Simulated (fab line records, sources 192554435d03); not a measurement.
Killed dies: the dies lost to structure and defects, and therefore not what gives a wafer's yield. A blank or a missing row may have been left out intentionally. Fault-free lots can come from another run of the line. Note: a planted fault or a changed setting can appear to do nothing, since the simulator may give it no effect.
Which tool did it? | flow n5Finfet | 12 lots (36 wafers sampled), 1 step of a 1938-step route

## WHAT EACH GAUGE READ, for each wafer
N5_BEOL_M4_CD_MEAS_28: target cd 26.2 nm, target cd y 24.1 nm.
lot  | measured     | on       | cdNm (nm)
L075 | day 7 16:49  | cdSem-01 | 26.04 26.32 25.88
L076 | day 8 07:26  | cdSem-02 | 26.36 25.72 26.17
L079 | day 8 12:25  | cdSem-01 | 26.78 26.27 26.41
L081 | day 9 08:20  | cdSem-01 | 26.24 26.20 26.01
L082 | day 9 12:52  | cdSem-02 | 25.92 26.25 26.56
L085 | day 10 15:09 | cdSem-02 | 26.40 26.46 26.46
L087 | day 10 17:45 | cdSem-01 | 26.17 25.88 26.26
L089 | day 11 02:00 | cdSem-02 | 26.35 26.19 26.55
L092 | day 11 21:29 | cdSem-02 | 26.14 26.27 25.92
L093 | day 12 05:48 | cdSem-01 | 26.09 26.19 26.23
L094 | day 12 23:22 | cdSem-02 | 25.79 26.27 26.40
L097 | day 13 00:26 | cdSem-01 | 25.84 26.06 26.01

## EACH LOT AND THE TOOL THAT RAN IT (in order: tool; ch and the chambers of the sampled wafers; start)
The record shows no process step preceding these readings.

## THE ANSWER, worked out from the rows above alone
Rule: the usual values come from the lots themselves. Put in order of their means at a reading, lots are off if they are a third of the lots or fewer, leave a main group of 4 or more, and stand apart from it by a gap of 3 or more times the standard deviation of the main group's means; of several such gaps the widest counts. A main group is skipped when, at the precision printed for the reading in the tables above, its means are all equal. A lot without any number at a reading at which 4 lots or more have one is off too. All remaining lots with rows at the step are treated as sound.
Across all readings shown, no lot is off: no conclusion can be drawn from this.

## WHAT THE SIMULATOR PUT IN
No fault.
